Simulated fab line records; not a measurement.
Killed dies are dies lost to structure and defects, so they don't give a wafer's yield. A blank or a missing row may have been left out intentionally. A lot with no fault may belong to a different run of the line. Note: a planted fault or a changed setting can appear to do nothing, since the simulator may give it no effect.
Matching of chambers | flow n5-finfet | 4 sister chambers for N5_MOL_CONTACT_COAG_STRIP_72 on rie-diel-05
The step strips in N2/H2. 16 wafers are shown with their chamber, then 8 later ones without.

WAFERS, EACH WITH ITS CHAMBER
wafer  | chamber | showerhead-plenum-p-Torr (Torr) | drypump-motor-current-A (A) | throttle-valve-pct (%)
L078.2 | 1       | 2.43                            | 5.5                         | 23.84
L078.4 | 0       | 2.58                            | 4.9                         | 23.12
L078.5 | 2       | 2.64                            | 5.9                         | 23.65
L080.1 | 0       | 2.58                            | 5.0                         | 23.16
L080.4 | 3       | 2.72                            | 5.7                         | 23.55
L080.6 | 3       | 2.71                            | 5.7                         | 23.52
L082.1 | 1       | 2.43                            | 5.5                         | 23.88
L082.4 | 0       | 2.57                            | 5.0                         | 23.14
L082.5 | 3       | 2.71                            | 5.7                         | 23.53
L084.1 | 1       | 2.42                            | 5.6                         | 23.87
L084.5 | 2       | 2.63                            | 5.9                         | 23.66
L084.6 | 3       | 2.71                            | 5.7                         | 23.61
L088.2 | 1       | 2.42                            | 5.5                         | 23.87
L088.5 | 1       | 2.42                            | 5.5                         | 23.88
L088.6 | 0       | 2.57                            | 4.9                         | 23.15
L089.3 | 2       | 2.63                            | 5.9                         | 23.67

SIGNATURES (averages over the wafers above)
reading                  | chamber 0 | chamber 1 | chamber 2 | chamber 3 | scatter within a chamber
showerhead-plenum-p-Torr | 2.5750    | 2.4240    | 2.6333    | 2.7125    | 0.00549
drypump-motor-current-A  | 4.950     | 5.520     | 5.900     | 5.700     | 0.0387
throttle-valve-pct       | 23.1425   | 23.8680   | 23.6600   | 23.5525   | 0.0242
Rule: for each reading, subtract the chamber's mean from the wafer's reading, divide by that reading's scatter and square the result; add these up over the readings and take the root, which gives the wafer's distance from the chamber. The wafer belongs to the nearest chamber; if the next one is less than 2 further off, it can't be placed. The scatter: the root of (the sum of the squares of (reading less its chamber's mean) over the shown wafers, divided by (wafers less chambers)).

WAFERS WITHOUT THEIR CHAMBER
wafer  | showerhead-plenum-p-Torr (Torr) | drypump-motor-current-A (A) | throttle-valve-pct (%)
L089.4 | 2.71                            | 5.7                         | 23.60
L089.5 | 2.71                            | 5.7                         | 23.57
L092.2 | 2.63                            | 5.9                         | 23.68
L092.5 | 2.70                            | 5.8                         | 23.52
L092.6 | 2.63                            | 5.9                         | 23.67
L095.2 | 2.57                            | 5.0                         | 23.22
L095.4 | 2.42                            | 5.5                         | 23.89
L095.5 | 2.62                            | 5.9                         | 23.74

WHICH CHAMBER EACH WENT THROUGH
wafer  | from the rows above | in truth
L089.4 | 3                   | 3
L089.5 | 3                   | 3
L092.2 | 2                   | 2
L092.5 | 3                   | 3
L092.6 | 2                   | 2
L095.2 | 0                   | 0
L095.4 | 1                   | 1
L095.5 | 2                   | 2
Correct placement for 8 of the 8. From these rows, 0 cannot be placed. Number placed wrongly: 0.
